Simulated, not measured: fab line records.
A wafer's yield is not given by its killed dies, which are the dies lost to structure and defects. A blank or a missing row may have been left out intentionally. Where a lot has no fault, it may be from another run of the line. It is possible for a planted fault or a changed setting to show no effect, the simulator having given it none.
Matching of chambers -- flow nand harc -- 3 sister chambers for NHARC_A_STAIRCASE_DEP_156 on pecvd-01
The step deposits SiNx, target thk 50 nm. 3 wafers are shown with their chamber, then 9 later ones without.

== WAFERS, EACH WITH ITS CHAMBER ==
wafer,chamber,heater power w (W)
L093.6,0,618
L094.4,2,729
L094.5,1,986

== WAFERS MISSING THEIR CHAMBER ==
wafer,heater power w (W)
L095.1,969
L095.3,613
L095.6,959
L096.2,559
L096.4,674
L096.6,551
L097.1,607
L097.3,873
L097.5,598

== EACH ONE'S CHAMBER ==
wafer,from the rows above,in truth
L095.1,1,1
L095.3,0,0
L095.6,1,1
L096.2,0,0
L096.4,can't be placed: 2 or 0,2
L096.6,0,0
L097.1,0,0
L097.3,can't be placed: 1 or 2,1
L097.5,0,0
Correctly placed: 7 of 9. Unplaceable from these rows: 2, with the true chamber sitting among the candidates in 2. 0 placed wrongly.
How it was worked out, from the rows above alone: a wafer's distance from a chamber is the root of the sum, over the readings, of the square of ((its reading less the chamber's mean) divided by the reading's scatter). If the next closest chamber is less than 2 further off than the closest, the wafer can't be placed; otherwise it belongs to the closest. For every chamber, the mean is computed from those of its wafers that are shown. The scatter: with one shown wafer a chamber, the root of the mean of the squares of how far each hidden wafer lies from its nearest shown one.
